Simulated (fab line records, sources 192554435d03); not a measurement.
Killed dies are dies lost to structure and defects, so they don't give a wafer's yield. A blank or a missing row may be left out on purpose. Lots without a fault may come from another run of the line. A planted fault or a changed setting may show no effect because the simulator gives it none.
A struck lot beside a sound one | flow n5_finfet | 16 steps out of a route of 1938
Sound: wafers L988.4, L988.5, L988.6. Struck: wafers L977.3, L977.4. The cause comes at the end.
At each step with rows: each side's tool, then ch and its chambers, then its first start. Under that, the readings that differ: sound wafers | struck wafers | difference of the means | sigmas: that difference in standard deviations of wafers without a fault.
alike: readings whose means differ by less than 2 such deviations, and words and numbers that are the same on both sides. not compared: withheld readings, readings that some wafer has no value for, bounds like >300 that may hide the same value, and numbers for which the record gives no deviation and whose values overlap.
The two part at a step that has a row with sigmas, a row that says differs or no value, or rows on one side only. Numbers that don't overlap but have no deviation are shown without sigmas and don't part them. A reading that every wafer of one side lacks parts them only if that side has two wafers or more.

first, 1 step without rows for these wafers: N5_BEOL_M1_DEVELOP_27 (develop time 30 s).
N5_BEOL_M1_CD_MEAS_28: target cd y 23.3 nm.
  sound on cd_sem-02 ch 0, day 11 17:00; struck on cd_sem-01 ch 0, day 8 22:58
  alike: cd_nm
N5_BEOL_M1_OVL_MEAS_29:
  sound on overlay-01 ch 0, day 11 17:02; struck on overlay-02 ch 0, day 8 23:01
  reading     | sound       | struck    | difference | sigmas
  V0_OVL (nm) | 0.7 1.0 1.2 | -0.1 -0.1 | -1.1       | -2
N5_BEOL_M1_INSPECT_30: inspects for defects (brightfield).
  sound on defect_inspect-02, day 11 17:05; struck on defect_inspect-01, day 8 23:04
  alike: raw_defect_count
N5_BEOL_M1_DESCUM_33: chemistry O2, time 7 s.
  sound on rie_diel-03 ch 0,1, day 11 17:12; struck on rie_diel-02 ch 0, day 8 23:05
  reading                | sound             | struck      | difference | sigmas
  throttle_valve_pct (%) | 20.96 20.95 20.32 | 20.16 20.13 | -0.60      | -2
  alike: drypump_motor_current_A, oes_product_au, rf_vpp_V, showerhead_plenum_p_Torr
  not compared: rf_hours_counter_h
then, 1 step without rows for these wafers: N5_BEOL_M1_ETCH_77 (etches underlayer in N2/H2, target depth 6.5 nm, time 5.2 s).
N5_BEOL_M1_ETCH_69: etches SiARC in CF4, target depth 15.6 nm, time 26 s.
  sound on rie_diel-03 ch 0,1, day 11 17:15; struck on rie_diel-02 ch 0, day 8 23:08
  reading               | sound              | struck        | difference | sigmas
  cf4_flow_sccm (sccm)  | 99.73 100.04 99.17 | 100.45 100.37 | +0.76      | +3
  etch_rf_on_time_s (s) | 24.3 24.1 25.1     | 27.0 27.0     | +2.5       | +3
  rf_vpp_V (V)          | 183.3 183.3 182.4  | 185.7 185.1   | +2.4       | +2
  alike: drypump_motor_current_A, mfc_ar_sccm, oes_product_au, showerhead_plenum_p_Torr, throttle_valve_pct
  not compared: rf_hours_counter_h
N5_BEOL_M1_ALD_98: deposits SiO2, target thk 2.5 nm, pulse time 1 s, co reactant pulse time 1 s.
  sound on ald_sin-01 ch 0,3, day 11 17:20; struck on ald_sin-04 ch 1,2, day 8 23:14
  alike: heater_power_w, precursor_pulse_height_rel
N5_BEOL_M1_ETCHBACK_99: etches SiO2 in CHF3, target depth 5 nm, time 10.4 s.
  sound on rie_diel-03 ch 1,2,3, day 12 01:59; struck on rie_diel-02 ch 0,3, day 9 02:12
  alike: CHF3_flow_sccm, drypump_motor_current_A, mfc_ar_sccm, oes_product_au, rf_vpp_V, showerhead_plenum_p_Torr, throttle_valve_pct
  not compared: rf_hours_counter_h
N5_BEOL_M1_ETCH_70: etches SOC in N2/H2, target depth 80 nm, overetch 16 nm, time 120 s.
  sound on rie_diel-03 ch 1,2,3, day 12 02:01; struck on rie_diel-02 ch 0,3, day 9 02:14
  alike: drypump_motor_current_A, oes_product_au, rf_vpp_V, showerhead_plenum_p_Torr, throttle_valve_pct
  not compared: rf_hours_counter_h
then, 2 steps without rows for these wafers: N5_BEOL_M1_STRIP_71 (strips in N2/H2); N5_BEOL_M1_STRIP_78 (strips in N2/H2).
N5_BEOL_M1_VIA_ETCH_34: etches the open film in C4F6/O2, target depth 67.8 nm, time 64.4 s.
  sound on rie_diel-03 ch 1,2,3, day 12 02:07; struck on rie_diel-02 ch 0,3, day 9 02:20
  reading                                  | sound            | struck      | difference | sigmas
  model.etch.depth_nm (nm)                 | 67.2 69.95 68.37 | 92.51 94.36 | +24.93     |
  model.SOC_of_BEOL_M1_COAT_67.thk_nm (nm) | 52 51.8 52.2     | 49.2 48.6   | -3.1       |
  alike: drypump_motor_current_A, mfc_ar_sccm, oes_product_au, rf_vpp_V, showerhead_plenum_p_Torr, throttle_valve_pct
  not compared: rf_hours_counter_h
then, 1 step without rows for these wafers: N5_BEOL_M1_STRIP_83 (strips in C4F6/O2).
N5_BEOL_M4_RC_MEAS_101:
  sound on prober-02 ch 0, day 14 05:05; struck on prober-02 ch 0, day 10 22:32
  alike: DIBL_N, DIBL_P, IOFF_N, IOFF_P, ION_N, ION_P, SS_N, SS_P, VT_N, VT_P
-- the record jumps here: 4 days lie between the struck wafers' starts before and after (it left off in module BEOL_M4 and takes up again in module PASSIVATION, whose first step shown is number 1936 of the route) --
N5_PASSIVATION_PROBE_49:
  sound on prober-01, day 17 23:40; struck on prober-01, day 15 03:25
  alike: defect_limited_yield, killed_at_M0_to_M3, killed_at_M4_up, killed_at_contacts, killed_at_front_end, killed_at_other, killed_dies, killed_on_rim, killed_open, killed_short, sort_bin_4_leakage, sort_bin_5_function, sort_bin_6_memory, sort_n_pass, sort_yield_pct

WHERE THEY PART
First at N5_BEOL_M1_OVL_MEAS_29; last, within this record, at N5_BEOL_M1_ETCH_69. Later steps at which nothing parts them and some readings are alike: N5_BEOL_M1_ALD_98, N5_BEOL_M1_ETCHBACK_99, N5_BEOL_M1_ETCH_70, N5_BEOL_M1_VIA_ETCH_34, N5_BEOL_M4_RC_MEAS_101, N5_PASSIVATION_PROBE_49.

WHY: what the simulator had put in
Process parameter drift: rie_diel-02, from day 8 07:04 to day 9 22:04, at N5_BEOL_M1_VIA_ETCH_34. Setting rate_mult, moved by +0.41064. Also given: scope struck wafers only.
